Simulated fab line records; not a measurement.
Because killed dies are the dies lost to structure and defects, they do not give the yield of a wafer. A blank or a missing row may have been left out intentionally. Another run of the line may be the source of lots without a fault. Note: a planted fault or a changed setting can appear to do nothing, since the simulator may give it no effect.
Matching of chambers | flow nand-harc | NHARC_P_CONTACT_STRIP_28 on rie-diel-08: 4 sister chambers
The step strips in O2. 4 wafers are shown with their chamber, then 11 later ones without.

== WAFERS, EACH WITH ITS CHAMBER ==
wafer  | chamber | drypump-motor-current-A (A)
L083.3 | 0       | 5.7
L085.1 | 3       | 6.2
L086.5 | 1       | 5.7
L088.2 | 2       | 5.2

== WAFERS WITH NO CHAMBER GIVEN ==
wafer  | drypump-motor-current-A (A)
L088.3 | 5.6
L088.4 | 6.2
L091.1 | 5.2
L091.3 | 6.1
L091.5 | 5.1
L092.1 | 6.2
L092.4 | 5.6
L092.5 | 6.1
L093.2 | 6.2
L093.4 | 5.7
L093.5 | 5.1

== EACH ONE'S CHAMBER ==
wafer  | from the rows above     | in truth
L088.3 | can't be placed: 0 or 1 | 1
L088.4 | 3                       | 3
L091.1 | 2                       | 2
L091.3 | 3                       | 3
L091.5 | 2                       | 2
L092.1 | 3                       | 3
L092.4 | can't be placed: 0 or 1 | 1
L092.5 | 3                       | 3
L093.2 | 3                       | 3
L093.4 | can't be placed: 0 or 1 | 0
L093.5 | 2                       | 2
Correctly placed: 8 of 11. Can't be placed from these rows: 3 (the true chamber is among the candidates in 3). Number placed wrongly: 0.
How it was worked out, from the rows above alone: a wafer's distance from a chamber is the root of the sum, over the readings, of the square of ((its reading less the chamber's mean) divided by the reading's scatter). The wafer belongs to the nearest chamber; if the next one is less than 2 further off, it can't be placed. Each chamber's mean is taken over the wafers shown for it. The scatter: with one shown wafer a chamber, the root of the mean of the squares of how far each hidden wafer lies from its nearest shown one.
